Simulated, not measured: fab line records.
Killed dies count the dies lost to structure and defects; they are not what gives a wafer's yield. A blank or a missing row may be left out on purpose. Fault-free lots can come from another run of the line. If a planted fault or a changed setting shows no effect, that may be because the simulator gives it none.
8D (eight disciplines) problem report, filled in by code -- flow n5-finfet -- the parts of the form that need people (team, actions taken, sign-off) are left out

1. THE PROBLEM
M12_OVL at N5_BEOL_M12_OVL_MEAS_29 reads a mean of 21 nm on 5 wafers of 2 lots; wafers without a fault read -1 nm with a standard deviation of 4.7. That is +4.7 standard deviations from the usual mean.
First seen on wafer L178.5, day 17 00:26, on overlay-01. At this step, 35 wafers from 12 lots have a number in the record. The rule behind "out" and "out of limits": a value lying over 4 standard deviations away from the usual mean. The other wafers with a number count as sound.

2. WHAT IT IS; WHAT IT IS NOT
question,is,is not
which readings at this step,M12_OVL,-
which lots,"L178, L179","L162, L163, L164, L166, L167, L170, L171, L180, L183, L185"
which wafers of those lots,all that have a number,-
read on which gauges,"overlay-01, overlay-02",-
when,from day 17 00:26,"up to then (24 sound wafers); but 6 sound wafers of L183, L185 came after"

3. SUSPECTS, AND WHAT RULES EACH OUT
Counting: a tool stays on the suspect list if, at a process step up to the reading, it processed all lots that are out and no sound lot following the first of them.
- ruled out: the gauge at N5_BEOL_M12_OVL_MEAS_29. The wafers that are out were read on 2 gauges (overlay-01, overlay-02).
- krf-scanner-02 at N5_BEOL_M12_EXPOSE_25 (exposes mask M12): kept. It ran every lot that is out, first L178 (day 17 00:16), and no sound lot after that; its last sound lot up to then is L170 (day 14 05:53).
Left after counting: krf-scanner-02 at N5_BEOL_M12_EXPOSE_25.

4. THE CAUSE (what the simulator had put in)
Scanner matching overlay: krf-scanner-02, from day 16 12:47 on, at N5_BEOL_M12_EXPOSE_25. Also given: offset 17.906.
The count eliminated every tool but this one.

5. SEQUENCE OF EFFECTS, ordered by route
Rows list readings where the struck wafers' mean (over those with a number) sits beyond 3 standard deviations from the usual. Readings are gone through only where the record gives a usual standard deviation; hours: the median, over the lots, of the time from a lot's start at the first step in this table giving one to that lot's start at this step; sigmas: the change measured in usual standard deviations.
hours,step,reading,usual,on struck wafers,change,sigmas
0,N5_BEOL_M12_OVL_MEAS_29,M12_OVL,-1 nm,21,+22,+4.7

6. WHAT WOULD HAVE CAUGHT IT SOONER
In this record the first reading out of limits at a measuring or inspecting step was taken at day 17 00:26, 12 hours after the fault began at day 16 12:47.
L179, from the lots that are out (2), started N5_BEOL_M12_EXPOSE_25 on krf-scanner-02 later than day 17 00:26. A tool hold placed at that time would have kept it from harm.
